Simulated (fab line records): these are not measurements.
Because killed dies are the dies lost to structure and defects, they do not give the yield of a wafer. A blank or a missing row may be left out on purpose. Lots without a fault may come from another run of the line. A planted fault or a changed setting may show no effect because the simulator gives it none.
Which of the tools did it? + flow n5_finfet + Sampling: 6 lots, 18 wafers, 2 of 1938 route steps

WHAT THE GAUGES READ, wafer by wafer
N5_ZERO_LAYER_INSPECT_20: inspects for defects (darkfield).
| lot  | measured    | on                | raw_defect_count |
|------|-------------|-------------------|------------------|
| L732 | day 2 01:32 | defect_inspect-02 | 22 21 15         |
| L734 | day 2 13:17 | defect_inspect-02 | 25 33 19         |
| L737 | day 3 07:23 | defect_inspect-02 | 55 43 38         |
| L739 | day 3 19:31 | defect_inspect-02 | 39 49 37         |
| L747 | day 5 19:31 | defect_inspect-01 | 20 34 14         |
| L752 | day 7 01:26 | defect_inspect-02 | 20 36 33         |

WHICH TOOL RAN EACH LOT (tool, then ch and the chambers of the sampled wafers, then the start)
| lot  | N5_ZERO_LAYER_ETCH_17             |
|------|-----------------------------------|
| L732 | rie_diel-04 ch 1,3, day 2 00:56   |
| L734 | rie_diel-06 ch 0,2,3, day 2 12:44 |
| L737 | rie_diel-02 ch 0,1,3, day 3 06:50 |
| L739 | rie_diel-06 ch 1,3, day 3 18:58   |
| L747 | rie_diel-06 ch 0,2,3, day 5 18:58 |
| L752 | rie_diel-04 ch 0,1,2, day 7 00:50 |
- N5_ZERO_LAYER_ETCH_17: etches SiO2 in CF4, target depth 12 nm, time 13.3 s.

THE ANSWER, worked out from the rows above alone
Rule: the lots themselves supply what counts as usual. Put in order of their means at a reading, lots are off if they are a third of the lots or fewer, leave a main group of 4 or more, and stand apart from it by a gap of 3 or more times the standard deviation of the main group's means; of several such gaps the widest counts. A main group is skipped when, at the precision printed for the reading in the tables above, its means are all equal. A lot without any number at a reading at which 4 lots or more have one is off too. The other lots that the step has rows for count as sound.
Off, at N5_ZERO_LAYER_INSPECT_20 on raw_defect_count: L737, L739. The main group: mean 24, standard deviation 3.8.
A tool fits if, at a process step before that reading, it ran every lot that is off, and no sound lot after the first of them. The gauges at N5_ZERO_LAYER_INSPECT_20 are tried like those tools. None of those tried fits.

WHAT THE SIMULATOR HAD INSERTED
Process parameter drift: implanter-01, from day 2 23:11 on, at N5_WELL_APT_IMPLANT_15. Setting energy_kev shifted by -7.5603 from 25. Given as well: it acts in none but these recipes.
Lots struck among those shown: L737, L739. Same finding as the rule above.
